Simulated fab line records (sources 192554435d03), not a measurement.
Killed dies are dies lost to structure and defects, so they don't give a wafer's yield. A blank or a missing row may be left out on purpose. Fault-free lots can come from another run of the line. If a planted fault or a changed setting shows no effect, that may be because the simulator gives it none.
Which tool did it? | flow n5Finfet | 30 wafers from 10 lots sampled at 6 of the route's 1938 steps

== WHAT EACH GAUGE READ, for each wafer ==
N5_BEOL_M4_RC_MEAS_101.
lot  | measured     | on        | DIBL_N (mV/V)  | DIBL_P (mV/V)  | IOFF_N (nA/um) | IOFF_P (nA/um) | ION_N (uA/um) | ION_P (uA/um) | SS_N (mV/dec)  | SS_P (mV/dec)  | VT_N (mV)   | VT_P (mV)
L639 | day 8 19:52  | prober-01 | 35.5 37.5 36.2 | 34.9 37.1 35.7 | 0.16 0.19 0.16 | 0.21 0.25 0.21 | 679 686 690   | 461 467 466   | 71.2 71.8 71.1 | 73.1 72.9 73.1 | 246 245 247 | -249 -244 -245
L641 | day 9 03:22  | prober-01 | 34.4 33.6 34.9 | 35.3 34.6 35.1 | 0.14 0.13 0.15 | 0.19 0.18 0.19 | 671 657 670   | 453 455 455   | 70.9 71.0 70.8 | 73.0 72.9 73.9 | 250 252 253 | -252 -251 -251
L642 | day 9 05:13  | prober-01 | 34.9 35.7 32.1 | 33.1 34.4 30.7 | 0.12 0.13 0.10 | 0.15 0.16 0.13 | 653 665 645   | 449 455 447   | 71.0 71.1 70.5 | 72.1 72.6 72.0 | 254 255 255 | -257 -255 -255
L643 | day 9 11:34  | prober-02 | 40.9 39.9 36.8 | 40.5 40.0 35.5 | 0.23 0.24 0.16 | 0.29 0.31 0.21 | 690 705 678   | 470 486 468   | 72.9 72.0 70.9 | 75.1 74.4 73.7 | 247 241 249 | -247 -244 -250
L644 | day 10 21:26 | prober-02 | 33.6 36.5 37.0 | 33.0 35.9 37.0 | 0.12 0.16 0.17 | 0.16 0.20 0.21 | 654 667 657   | 458 456 452   | 70.5 71.6 71.3 | 72.4 73.9 74.4 | 253 250 249 | -254 -252 -250
L655 | day 13 04:44 | prober-02 | 36.2 38.4 34.2 | 35.5 37.3 32.5 | 0.13 0.16 0.11 | 0.18 0.20 0.14 | 676 667 673   | 461 454 456   | 71.8 72.5 71.4 | 73.3 73.9 72.3 | 253 252 254 | -256 -251 -257
L652 | day 12 23:21 | prober-01 | 39.0 34.7 41.0 | 37.3 34.8 40.3 | 0.23 0.14 0.31 | 0.27 0.23 0.33 | 668 682 682   | 461 480 470   | 73.2 70.9 72.9 | 73.8 73.4 75.1 | 247 251 242 | -244 -248 -243
L653 | day 13 03:48 | prober-01 | 36.7 36.0 33.4 | 37.7 37.0 34.2 | 0.18 0.17 0.13 | 0.24 0.23 0.19 | 675 665 660   | 467 461 458   | 72.2 72.5 71.2 | 73.5 73.2 72.3 | 247 248 250 | -246 -248 -249
L659 | day 15 02:19 | prober-01 | 36.0 39.1 37.1 | 36.2 39.6 37.7 | 0.15 0.19 0.17 | 0.20 0.25 0.24 | 674 679 675   | 460 459 464   | 71.2 72.2 72.1 | 72.9 74.1 73.0 | 249 246 249 | -252 -249 -252
L661 | day 14 21:04 | prober-01 | 36.3 36.0 35.1 | 35.6 34.3 33.1 | 0.14 0.12 0.12 | 0.21 0.19 0.18 | 661 661 654   | 463 462 457   | 71.8 70.5 70.5 | 72.3 72.2 72.3 | 252 254 254 | -248 -251 -250

== EACH LOT AND THE TOOL THAT RAN IT (in order: tool; ch and the chambers of the sampled wafers; start) ==
lot  | N5_BEOL_M3_SPUTTER_90       | N5_BEOL_M3_SPUTTER_92       | N5_BEOL_M3_ECD_50             | N5_BEOL_M3_CMP_52             | N5_BEOL_M3_CO_CAP_55
L639 | pvdSputter-03, day 8 03:51  | pvdSputter-03, day 8 04:04  | ecdCu-02 ch 0,1, day 8 04:37  | cmp-02 ch 0,3, day 8 05:01    | cvdCo-02 ch 0,1, day 8 05:23
L641 | pvdSputter-03, day 8 06:46  | pvdSputter-03, day 8 06:59  | ecdCu-02 ch 1, day 8 07:32    | cmp-04 ch 1,2, day 8 07:55    | cvdCo-02 ch 0,2, day 8 08:17
L642 | pvdSputter-01, day 8 07:24  | pvdSputter-01, day 8 07:37  | ecdCu-02 ch 0,1, day 8 08:11  | cmp-03 ch 0,2, day 8 08:35    | cvdCo-01 ch 0,1,2, day 8 08:55
L643 | pvdSputter-01, day 8 19:33  | pvdSputter-01, day 8 19:46  | ecdCu-01 ch 0,1, day 8 20:20  | cmp-02 ch 0,1,2, day 8 20:43  | cvdCo-01 ch 0,1, day 8 21:05
L644 | pvdSputter-01, day 10 07:46 | pvdSputter-01, day 10 07:59 | ecdCu-01 ch 0,1, day 10 08:34 | cmp-02 ch 1,2, day 10 08:55   | cvdCo-01 ch 0,1, day 10 09:17
L655 | pvdSputter-02, day 11 13:23 | pvdSputter-02, day 11 13:37 | ecdCu-01 ch 0,1, day 11 14:10 | cmp-03 ch 0,2, day 11 14:35   | cvdCo-01 ch 1,2, day 11 14:55
L652 | pvdSputter-01, day 11 17:58 | pvdSputter-01, day 11 18:11 | ecdCu-02 ch 0,1, day 11 18:44 | cmp-03 ch 0,2,3, day 11 19:07 | cvdCo-01 ch 0,1, day 11 19:32
L653 | pvdSputter-03, day 11 20:41 | pvdSputter-03, day 11 20:55 | ecdCu-02 ch 0, day 11 21:28   | cmp-02 ch 1,2,3, day 11 21:59 | cvdCo-01 ch 0,1,2, day 11 22:16
L659 | pvdSputter-01, day 14 03:12 | pvdSputter-01, day 14 03:25 | ecdCu-01 ch 0,1, day 14 03:59 | cmp-04 ch 0,1,2, day 14 04:44 | cvdCo-01 ch 0,1,2, day 14 05:05
L661 | pvdSputter-02, day 14 04:46 | pvdSputter-02, day 14 04:59 | ecdCu-01 ch 1, day 14 05:33   | cmp-02 ch 0,1, day 14 05:58   | cvdCo-01 ch 0,2, day 14 06:18
- N5_BEOL_M3_SPUTTER_90: material Cu, target thk 4.5 nm, time 8.29 s.
- N5_BEOL_M3_SPUTTER_92: material Cu, target thk 4.5 nm, time 8.29 s.
- N5_BEOL_M3_ECD_50: material Cu, target thk 300 nm.
- N5_BEOL_M3_CMP_52: polishes, stops on SiOC, t overpolish 6.8 s, target thk 40 nm.
- N5_BEOL_M3_CO_CAP_55: material Co, precursor CCTBA/H2, target thk 2 nm, time 102.1 s.

== WHAT THE TOOLS THEMSELVES READ (means of the sampled wafers that have a number; where no wafer has one, the mark that the record gives instead) ==
N5_BEOL_M3_SPUTTER_90.
lot  | tool          | throttleValvePct (%)
L639 | pvdSputter-03 | 29.7
L641 | pvdSputter-03 | 29.5
L642 | pvdSputter-01 | 28.9
L643 | pvdSputter-01 | 29.2
L644 | pvdSputter-01 | 29.1
L655 | pvdSputter-02 | 28.4
L652 | pvdSputter-01 | 29.0
L653 | pvdSputter-03 | 29.9
L659 | pvdSputter-01 | 29.8
L661 | pvdSputter-02 | 29.6

N5_BEOL_M3_SPUTTER_92.
lot  | tool          | throttleValvePct (%)
L639 | pvdSputter-03 | 29.6
L641 | pvdSputter-03 | 29.4
L642 | pvdSputter-01 | 29.1
L643 | pvdSputter-01 | 29.2
L644 | pvdSputter-01 | 29.3
L655 | pvdSputter-02 | 28.5
L652 | pvdSputter-01 | 29.2
L653 | pvdSputter-03 | 30.0
L659 | pvdSputter-01 | 29.7
L661 | pvdSputter-02 | 29.7

N5_BEOL_M3_CMP_52.
lot  | tool   | edgeZonePressureFrac | motorCurrentA (A) | slurryFilterDpKPa (kPa) | timeToEndpointS (s)
L639 | cmp-02 | 0.995                | 6.1               | 13.53                   | 60
L641 | cmp-04 | 0.997                | 6.5               | 13.48                   | 64
L642 | cmp-03 | 1.001                | 5.8               | 13.47                   | 64
L643 | cmp-02 | 1.002                | 5.1               | 13.43                   | 58
L644 | cmp-02 | 1.002                | 4.9               | 13.48                   | 61
L655 | cmp-03 | 1.000                | 5.7               | 13.58                   | 65
L652 | cmp-03 | 0.997                | 5.8               | 13.35                   | 59
L653 | cmp-02 | 0.999                | 5.5               | 13.54                   | 59
L659 | cmp-04 | 1.004                | 5.9               | 13.40                   | 61
L661 | cmp-02 | 0.999                | 5.7               | 13.59                   | 64

N5_BEOL_M3_CO_CAP_55.
lot  | tool     | heaterPowerW (W)
L639 | cvdCo-02 | 275
L641 | cvdCo-02 | 238
L642 | cvdCo-01 | 230
L643 | cvdCo-01 | 245
L644 | cvdCo-01 | 246
L655 | cvdCo-01 | 214
L652 | cvdCo-01 | 244
L653 | cvdCo-01 | 233
L659 | cvdCo-01 | 228
L661 | cvdCo-01 | 211

== THE ANSWER, worked out from the rows above alone ==
Rule: the lots themselves supply what counts as usual. The widest of any qualifying gaps counts: lots, ordered by their means at a reading, are off when they make up no more than a third of the lots, leave a main group of 4 or more, and stand apart from it by 3 or more times the standard deviation of that group's means. The tables above print the reading to a certain number of digits; a main group whose means all agree to those digits is not used. Also off: a lot with no number at a reading for which 4 or more lots have one. The other lots that the step has rows for count as sound. First the gauges in route order, then the tools' own readings, where a lot's mean is used as printed above. The first step at which some lot is off is used, and at that step the reading that is off furthest; a lot without a number counts as furthest.
Nothing can be told from this: no lot is off at any reading shown.

== WHAT HAD BEEN PUT IN BY THE SIMULATOR ==
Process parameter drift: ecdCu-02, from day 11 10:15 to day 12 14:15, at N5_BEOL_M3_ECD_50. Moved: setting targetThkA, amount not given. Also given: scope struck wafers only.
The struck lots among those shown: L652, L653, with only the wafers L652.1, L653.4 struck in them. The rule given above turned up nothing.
